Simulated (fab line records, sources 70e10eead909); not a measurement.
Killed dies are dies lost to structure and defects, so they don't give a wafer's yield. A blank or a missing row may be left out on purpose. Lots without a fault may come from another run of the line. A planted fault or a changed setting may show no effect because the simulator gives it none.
Chamber matching | flow nand_harc | NHARC_P_GATE_DESCUM_61 on rie_diel-04: 4 sister chambers
The step chemistry O2, time 3 s. 4 wafers are shown with their chamber, then 8 later ones without.

WAFERS WITH THEIR CHAMBER
wafer  | chamber | drypump_motor_current_A (A)
L572.6 | 3       | 5.2
L574.5 | 1       | 5.0
L574.6 | 0       | 5.4
L578.1 | 2       | 5.8

WAFERS WITHOUT THEIR CHAMBER
wafer  | drypump_motor_current_A (A)
L578.2 | 5.0
L578.6 | 5.8
L588.1 | 5.4
L588.4 | 5.8
L588.5 | 5.3
L589.2 | 5.4
L589.3 | 5.8
L589.6 | 5.3

WHICH CHAMBER EACH WENT THROUGH
wafer  | from the rows above     | in truth
L578.2 | 1                       | 1
L578.6 | 2                       | 2
L588.1 | 0                       | 0
L588.4 | 2                       | 2
L588.5 | can't be placed: 3 or 0 | 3
L589.2 | 0                       | 0
L589.3 | 2                       | 2
L589.6 | can't be placed: 3 or 0 | 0
Placed correctly: 6 of 8. Can't be placed from these rows: 2 (the true chamber is among the candidates in 2). Placed wrongly: 0.
How it was worked out, from the rows above alone: a wafer's distance from a chamber is the root of the sum, over the readings, of the square of ((its reading less the chamber's mean) divided by the reading's scatter). The wafer belongs to the nearest chamber; if the next one is less than 2 further off, it can't be placed. A chamber's mean is the mean of its shown wafers. The scatter: with one shown wafer a chamber, the root of the mean of the squares of how far each hidden wafer lies from its nearest shown one.
